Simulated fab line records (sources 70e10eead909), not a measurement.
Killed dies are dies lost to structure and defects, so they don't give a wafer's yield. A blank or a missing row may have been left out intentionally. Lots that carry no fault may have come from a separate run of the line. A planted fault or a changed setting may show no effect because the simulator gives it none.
Matching of chambers :: flow nand_harc :: ald_metal-01 running NHARC_A_BLC_ALD_23: 4 sister chambers
The step deposits TiN, target thk 3 nm, pulse time 1 s, ald cycles 150. 16 wafers are shown with their chamber, then 8 later ones without.

WAFERS PAIRED WITH THEIR CHAMBERS
wafer: L074.1
chamber: 3
heater_power_w (W): 931
precursor_pulse_height_rel: 1.015

wafer: L074.3
chamber: 0
heater_power_w (W): 965
precursor_pulse_height_rel: 1.019

wafer: L074.6
chamber: 1
heater_power_w (W): 1016
precursor_pulse_height_rel: 0.991

wafer: L082.3
chamber: 2
heater_power_w (W): 945
precursor_pulse_height_rel: 0.995

wafer: L082.5
chamber: 3
heater_power_w (W): 900
precursor_pulse_height_rel: 1.013

wafer: L082.6
chamber: 2
heater_power_w (W): 922
precursor_pulse_height_rel: 1.000

wafer: L083.1
chamber: 1
heater_power_w (W): 1001
precursor_pulse_height_rel: 1.016

wafer: L083.3
chamber: 0
heater_power_w (W): 1007
precursor_pulse_height_rel: 1.020

wafer: L083.5
chamber: 2
heater_power_w (W): 953
precursor_pulse_height_rel: 0.991

wafer: L083.2
chamber: 3
heater_power_w (W): 940
precursor_pulse_height_rel: 0.994

wafer: L083.4
chamber: 2
heater_power_w (W): 956
precursor_pulse_height_rel: 0.975

wafer: L083.6
chamber: 1
heater_power_w (W): 1010
precursor_pulse_height_rel: 1.009

wafer: L087.1
chamber: 0
heater_power_w (W): 955
precursor_pulse_height_rel: 0.956

wafer: L087.3
chamber: 2
heater_power_w (W): 945
precursor_pulse_height_rel: 1.001

wafer: L087.5
chamber: 2
heater_power_w (W): 942
precursor_pulse_height_rel: 1.016

wafer: L086.1
chamber: 1
heater_power_w (W): 1028
precursor_pulse_height_rel: 1.005

SIGNATURES (averages over the wafers above)
reading: heater_power_w
chamber 0: 975.67
chamber 1: 1013.75
chamber 2: 943.83
chamber 3: 923.67
scatter within a chamber: 17.1

reading: precursor_pulse_height_rel
chamber 0: 0.99833
chamber 1: 1.00525
chamber 2: 0.99633
chamber 3: 1.00733
scatter within a chamber: 0.0187
Rule: distance of a wafer from a chamber = root of the sum over the readings of ((wafer's reading minus chamber's mean) / reading's scatter) squared. The wafer belongs to the nearest chamber; if the next one is less than 2 further off, it can't be placed. The scatter is the square root of a quotient: the sum, over the shown wafers, of each reading's squared deviation from its chamber's mean, divided by wafers minus chambers.

WAFERS WITH NO CHAMBER GIVEN
wafer: L086.5
heater_power_w (W): 1067
precursor_pulse_height_rel: 0.973

wafer: L086.6
heater_power_w (W): 922
precursor_pulse_height_rel: 1.009

wafer: L086.2
heater_power_w (W): 990
precursor_pulse_height_rel: 1.024

wafer: L086.3
heater_power_w (W): 970
precursor_pulse_height_rel: 0.977

wafer: L086.4
heater_power_w (W): 985
precursor_pulse_height_rel: 0.989

wafer: L097.1
heater_power_w (W): 1090
precursor_pulse_height_rel: 0.995

wafer: L097.2
heater_power_w (W): 996
precursor_pulse_height_rel: 0.997

wafer: L097.6
heater_power_w (W): 1110
precursor_pulse_height_rel: 1.017

WHICH CHAMBER EACH ONE RAN IN
wafer: L086.5
from the rows above: can't be placed: 1 or 0
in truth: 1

wafer: L086.6
from the rows above: can't be placed: 3 or 2
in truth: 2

wafer: L086.2
from the rows above: can't be placed: 0 or 1 or 2
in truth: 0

wafer: L086.3
from the rows above: can't be placed: 0 or 2 or 1 or 3
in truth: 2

wafer: L086.4
from the rows above: can't be placed: 0 or 1 or 2
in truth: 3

wafer: L097.1
from the rows above: 1
in truth: 1

wafer: L097.2
from the rows above: can't be placed: 1 or 0 or 2
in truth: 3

wafer: L097.6
from the rows above: 1
in truth: 1
2 of 8 placed correctly. Unplaceable from these rows: 6, with the true chamber sitting among the candidates in 4. 0 placed wrongly.
